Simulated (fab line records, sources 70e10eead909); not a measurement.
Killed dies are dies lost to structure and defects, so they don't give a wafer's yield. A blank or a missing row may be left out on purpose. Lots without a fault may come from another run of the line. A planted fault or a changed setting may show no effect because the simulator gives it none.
fab line records | flow nand_harc
record lots=12 wafers=36 last_day=33
route steps=1302 shown A_CHANNEL_HOLE_D2@599 A_CHANNEL_FILL_D2@614
lots that met no fault: from a run of the same line without faults
start_h: hours from the record's first day to the start of the lot's first wafer shown | wait_h: hours since the lot's step before | " the same as in the row above | L1.1+2: a row that stands for several wafers | - no value, or no start given | * or withheld: withheld | < > ~ a bound
route shown NAME@n: a module of which the file shows steps, and the number in the route of the first | usual: mean/standard deviation of fault-free wafers | same: alike in all rows | chamber/n: place in a boat | sites: the reading at each site | _std_site: their standard deviation | _edge_site: outer sites' mean less inner sites' | radius_mm: how far each site lies from the wafer's centre | mask NAME#n: copy n | behind: the tool/chamber that last shaped the wafer | hold: why the lot was held/for how many hours/how that ended | device: the transistor (n, p or np) that didn't switch | end of line: the same wafers' tests at the end of the route | a step without rows: its recipe alone | killed: dies lost to structure and defects at the first sort, not the wafer's yield | map: a wafer's dies, x killed, . not, _ none there
set.NAME: the setting as run; set.NAME@STEP: as run at that earlier step | model.NAME: the simulator's own value behind a step, which no gauge read
steps of the route over a sample of lots; a table a step, a row a wafer
services: from which hour (start_h, from the record's first day; less than 0 if before it) a tool's chamber was out of use, for how many hours, and why
## steps
# step NHARC_A_CHANNEL_HOLE_D2_ETCH_27
# recipe bias_v=400 source_w=2000 pressure_mtorr=25 time_s=90 ar_flow_sccm=375 c4f8_flow_sccm=41.7 o2_flow_sccm=83.3 temp_c=-20 target_depth_a=4000 chemistry=C4F8/O2/Ar
# usual drypump_motor_current_A=5.9/0.31 showerhead_plenum_p_Torr=3.66/0.18 throttle_valve_pct=27.620/0.0094
# columns lot.wafer tool chamber start_h wait_h drypump_motor_current_A rf_hours_counter_h showerhead_plenum_p_Torr throttle_valve_pct
L120.1 har_etch-02 0 311.29 0.2 5.5 374 3.44 27.640
L120.4 " 1 " " 6.3 - 3.46 27.631
L120.6 " 0 " " 5.5 - 3.44 27.609
L124.2 har_etch-01 1 356.72 0.2 6.2 183 3.55 27.621
L124.6 " 0 " " 5.7 - 3.72 27.604
L124.5 " 1 " " 6.3 - 3.55 27.616
L126.1 har_etch-02 1 364.64 0.2 6.3 405 3.44 27.634
L126.3 " 0 " " 5.6 - 3.43 27.624
L126.5 " 0 " " 5.5 - 3.43 27.606
L125.2 har_etch-01 1 365.12 0.2 6.3 191 3.55 27.630
L125.1 " 0 " " 5.7 191 3.72 27.628
L125.4 " 1 " " 6.3 - 3.55 27.617
L132.2 har_etch-01 0 419.90 0.2 5.7 225 3.70 27.622
L132.5 " 1 " " 6.2 - 3.53 27.623
L132.6 " 0 " " 5.7 - 3.70 27.622
L133.3 har_etch-01 1 431.74 0.2 6.2 - 3.52 27.605
L133.5 " 0 " " 5.7 - 3.69 27.626
L133.6 " 1 " " 6.2 - 3.52 27.617
L135.2 har_etch-01 0 469.11 0.2 5.7 252 3.68 27.618
L135.5 " 1 " " 6.3 - 3.51 27.612
L135.6 " 0 " " 5.7 - 3.68 27.607
L137.1 har_etch-01 1 477.49 0.2 6.2 256 3.51 27.622
L137.4 " 1 " " 6.2 - 3.51 27.641
L137.6 " 1 " " 6.2 - 3.51 27.618
L136.2 har_etch-02 0 478.56 0.2 5.5 42 3.96 27.634
L136.1 " 1 " " 6.3 42 3.96 27.619
L136.3 " 0 " " 5.5 - 3.96 27.609
L139.1 har_etch-01 0 497.88 0.2 5.7 275 3.67 27.619
L139.3 " 1 " " 6.2 - 3.50 27.636
L139.6 " 1 " " 6.2 - 3.50 27.625
L140.4 har_etch-01 1 509.89 0.2 6.2 - 3.50 27.624
L140.3 " 0 " " 5.6 - 3.67 27.637
L140.5 " 1 " " 6.2 - 3.50 27.631
L141.1 har_etch-01 1 522.36 0.2 6.2 287 3.50 27.639
L141.4 " 1 " " 6.2 - 3.50 27.632
L141.6 " 1 " " 6.2 - 3.50 27.625
# step NHARC_A_CHANNEL_FILL_D2_ALD_14
# recipe target_thk_a=25 pulse_time_s=10 ald_cycles=25 temp_c=300 material=SiO2
# usual heater_power_w=453/37 precursor_pulse_height_rel=0.994/0.022
# columns lot.wafer tool chamber start_h wait_h heater_power_w precursor_pulse_height_rel
L120.1 ald_hk-04 2 318.39 0.3 473 1.045
L120.4 " 0 " " 432 1.001
L120.6 " 2 " " 478 0.967
L124.2 ald_hk-04 3 365.72 0.1 471 0.997
L124.6 " 1 " " 490 0.975
L124.5 " 2 " " 485 0.993
L125.1 ald_hk-02 3 373.73 0.0 455 0.996
L125.4 " 0 " " 448 1.019
L125.2 " 1 " " 414 1.025
L126.3 ald_hk-04 2 373.73 0.0 493 0.981
L126.1 " 1 " " 500 0.982
L126.5 " 3 " " 463 1.010
L132.2 ald_hk-02 1 428.90 0.1 422 0.960
L132.5 " 3 " " 449 1.011
L132.6 " 0 " " 446 0.973
L133.3 ald_hk-04 3 443.90 3.4 463 0.986
L133.5 " 3 " " 453 1.013
L133.6 " 0 " " 451 0.988
L135.2 ald_hk-04 1 478.70 0.7 498 1.032
L135.5 " 3 " " 454 0.971
L135.6 " 0 " " 462 0.982
L136.1 ald_hk-01 0 486.38 0.1 494 0.986
L136.3 " 1 " " 379 0.975
L136.2 " 2 " " 455 0.970
L137.1 ald_hk-01 1 486.60 0.3 380 0.990
L137.4 " 3 " " 440 0.992
L137.6 " 1 " " 386 1.005
L139.1 ald_hk-01 3 506.81 0.0 446 0.972
L139.3 " 0 " " 478 1.005
L139.6 " 0 " " 499 0.990
L140.3 ald_hk-01 2 522.14 3.4 451 0.987
L140.4 " 3 " " 437 0.995
L140.5 " 0 " " 484 1.007
L141.1 ald_hk-04 0 532.36 1.1 448 1.001
L141.4 " 2 " " 473 1.000
L141.6 " 1 " " 498 1.017
# step NHARC_A_CHANNEL_FILL_D2_ETCHBACK_08
# recipe target_depth_a=2200 time_s=110 c4f8_flow_sccm=20 ar_flow_sccm=withheld rf_w=600 bias_w=300 chemistry=C4F8
# usual oes_product_au=0.97/0.034 rf_vpp_V=441.4/2.6 run_length_s=131.3/0.45
# columns lot.wafer tool chamber start_h wait_h oes_product_au rf_hours_counter_h rf_vpp_V run_length_s
L120.1 rie_diel-12 1 353.08 - 0.92 1 438.1 131.0
L120.4 " 0 " " 0.93 - 442.2 131.4
L120.6 " 1 " " 0.93 - 438.0 131.2
L124.2 rie_diel-12 3 404.01 - 0.93 2 440.7 130.7
L124.6 " 3 " " 0.93 - 440.2 222.0
L124.5 " 1 " " 0.93 - 438.1 222.7
L125.1 rie_diel-13 3 410.97 - 0.97 1 447.1 130.5
L125.4 " 1 " " 0.99 1 439.3 131.2
L125.2 " 2 " " 0.97 1 444.3 131.2
L126.1 rie_diel-12 2 410.98 - 0.99 3 444.3 131.7
L126.3 " 3 " " 0.99 2 442.2 131.5
L126.5 " 1 " " 0.99 - 436.5 222.1
L132.2 rie_diel-13 3 463.87 - 0.99 3 444.3 131.0
L132.5 " 0 " " 1.01 - 441.3 131.3
L132.6 " 3 " " 0.98 - 445.4 130.5
L133.3 rie_diel-13 1 483.29 - 0.97 3 437.5 131.1
L133.6 " 1 " " 0.97 - 438.5 131.2
L133.5 " 2 " " 0.94 - 444.1 131.7
L135.2 rie_diel-12 2 516.13 - 1.01 2 441.6 131.7
L135.5 " 2 " " 1.01 - 442.2 131.9
L135.6 " 3 " " 1.00 - 442.4 130.8
L137.4 rie_diel-12 1 523.94 - 0.99 2 438.5 131.3
L137.1 " 3 " " 0.99 2 442.3 131.1
L137.6 " 0 " " 0.99 - 442.2 130.8
L136.1 rie_diel-11 0 523.95 - 1.01 12 440.6 130.7
L136.3 " 2 " " 1.00 15 437.9 131.8
L136.2 " 3 " " 1.00 18 444.4 132.3
L139.1 rie_diel-12 0 546.88 - 0.93 3 442.0 131.0
L139.3 " 3 " " 0.92 3 440.4 130.7
L139.6 " 0 " " 0.92 - 441.0 131.6
L140.3 rie_diel-11 3 559.61 - 1.01 25 442.5 132.1
L140.4 " 0 " " 1.01 18 439.0 130.6
L140.5 " 2 " " 1.01 - 435.6 132.1
L141.1 rie_diel-12 0 571.55 - 0.93 4 440.6 130.8
L141.4 " 2 " " 0.94 4 443.3 131.7
L141.6 " 1 " " 0.94 - 438.0 131.1
# step NHARC_A_CHANNEL_FILL_D2_STRIP_29
# recipe time_s=20 o2_flow_sccm=500 ar_flow_sccm=0 bias_w=0 chemistry=O2
# usual drypump_motor_current_A=5.5/0.37 oes_product_au=1.000/0.011 rf_vpp_V=57.9/0.85 showerhead_plenum_p_Torr=3.57/0.13 throttle_valve_pct=17.037/0.0096
# columns lot.wafer tool chamber start_h wait_h drypump_motor_current_A oes_product_au rf_hours_counter_h rf_vpp_V showerhead_plenum_p_Torr throttle_valve_pct
L120.1 rie_diel-12 1 353.22 0.1 5.6 1.003 1 56.6 3.37 17.054
L120.4 " 2 " " 4.9 1.023 - 57.8 3.64 17.045
L120.6 " 2 " " 4.8 1.008 - 58.4 3.64 17.045
L124.2 rie_diel-12 3 404.19 0.2 5.4 0.992 2 57.3 3.56 17.028
L124.5 " 3 " " 5.5 0.991 - 58.3 3.56 17.041
L124.6 " 1 " " 5.5 0.997 - 57.7 3.37 17.034
L126.3 rie_diel-12 1 - - 5.6 1.015 3 58.1 3.37 17.041
L126.1 " 3 " " 5.5 1.002 2 57.9 3.56 17.060
L126.5 " 0 " " 5.5 1.014 - 58.0 3.58 17.039
L125.2 rie_diel-13 2 - - 5.7 0.990 1 56.6 3.72 17.035
L125.4 " 3 " " 5.2 0.992 1 57.6 3.76 17.039
L125.1 " 1 " " 5.7 1.022 1 58.1 3.43 17.025
L132.2 rie_diel-13 2 464.01 0.1 5.7 0.985 3 59.4 3.72 17.038
L132.5 " 2 " " 5.7 0.989 - 59.0 3.72 17.031
L132.6 " 3 " " 5.2 0.990 - 57.9 3.76 17.030
L133.3 rie_diel-13 0 483.45 0.1 5.7 1.007 4 56.9 3.56 17.043
L133.6 " 2 " " 5.7 0.990 - 59.6 3.72 17.053
L133.5 " 3 " " 5.2 0.993 - 58.8 3.76 17.041
L135.2 rie_diel-12 3 - - 5.4 1.003 2 58.1 3.56 17.029
L135.6 " 3 " " 5.5 0.999 - 57.4 3.56 17.022
L135.5 " 0 " " 5.6 0.997 - 56.3 3.58 17.031
L137.4 rie_diel-12 3 - - 5.4 0.996 2 58.7 3.56 17.048
L137.1 " 0 " " 5.5 0.991 2 59.0 3.58 17.031
L137.6 " 0 " " 5.5 0.988 - 57.2 3.58 17.041
L136.1 rie_diel-11 2 - - 6.7 1.014 15 57.1 3.30 17.038
L136.3 " 3 " " 5.2 1.012 18 57.8 3.66 17.018
L136.2 " 0 " " 6.0 1.000 12 56.8 3.47 17.045
L139.3 rie_diel-12 0 - - 5.6 1.006 3 57.9 3.58 17.034
L139.1 " 2 " " 4.8 1.010 3 58.0 3.64 17.020
L139.6 " 0 " " 5.5 1.018 - 57.1 3.58 17.043
L140.4 rie_diel-11 2 - - 6.7 1.005 22 57.4 3.30 17.032
L140.3 " 1 " " 5.3 0.992 19 59.2 3.49 17.053
L140.5 " 3 " " 5.2 1.009 - 58.8 3.66 17.035
L141.1 rie_diel-12 3 - - 5.4 0.998 4 58.4 3.55 17.033
L141.4 " 0 " " 5.5 1.002 4 58.0 3.58 17.023
L141.6 " 2 " " 4.9 1.005 - 57.4 3.64 17.029
## services
# columns tool chamber start_h hours kind
rie_diel-12 3 290.72 2.9 repair
ald_hk-01 - 296.46 10.0 pm
rie_diel-13 - 306.01 0.5 repair
rie_diel-12 - 309.55 4.9 repair
rie_diel-11 2 315.90 6.3 repair
rie_diel-13 0 332.61 2.5 repair
rie_diel-13 - 333.16 4.7 repair
rie_diel-12 2 338.84 8.1 repair
rie_diel-13 - 342.07 9.0 pm
rie_diel-12 3 347.60 18.2 repair
rie_diel-11 3 347.65 4.0 repair
rie_diel-12 1 363.68 8.2 repair
rie_diel-12 0 375.57 4.7 repair
rie_diel-11 - 385.71 0.5 repair
rie_diel-12 0 396.51 8.2 repair
rie_diel-11 - 432.54 9.0 pm
rie_diel-12 - 445.40 9.0 pm
rie_diel-13 1 461.26 9.1 repair
rie_diel-13 0 480.51 2.8 repair
rie_diel-12 1 482.04 4.7 repair
rie_diel-13 2 510.39 6.3 repair
rie_diel-13 - 519.07 9.0 pm
rie_diel-12 0 533.87 3.0 repair
rie_diel-12 - 567.90 0.4 repair
## key
first_sign step=NHARC_A_CHANNEL_FILL_D2_ETCHBACK_08 reading=run_length_s direction=up sigmas=99+ usual=* struck=*
effect none on later readings
met_at NHARC_A_CHANNEL_FILL_D2_ETCHBACK_08
struck_lots L124,L126
struck_wafers L124.5,L124.6,L126.5
tester_left_out L124,L126
not_acting_at NHARC_A_CHANNEL_HOLE_D2_ETCH_27,NHARC_A_CHANNEL_FILL_D2_ALD_14,NHARC_A_CHANNEL_FILL_D2_STRIP_29
onset_between 353.08 404.01
fault kind=process_parameter_drift tool=rie_diel-12 chamber=- onset_h=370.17 steps=NHARC_A_CHANNEL_FILL_D2_ETCHBACK_08 channel=time_s offset=* shape=step end_h=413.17 scope=struck_wafers_only acts_in=* stated=*
# tester_left_out: of these lots the tester's yield and bins aren't shown, on N5 and GAA mostly nor the transistor test; their killed dies are dies lost to structure and defects alone, not to doping, threshold or leakage, so they don't give the yield
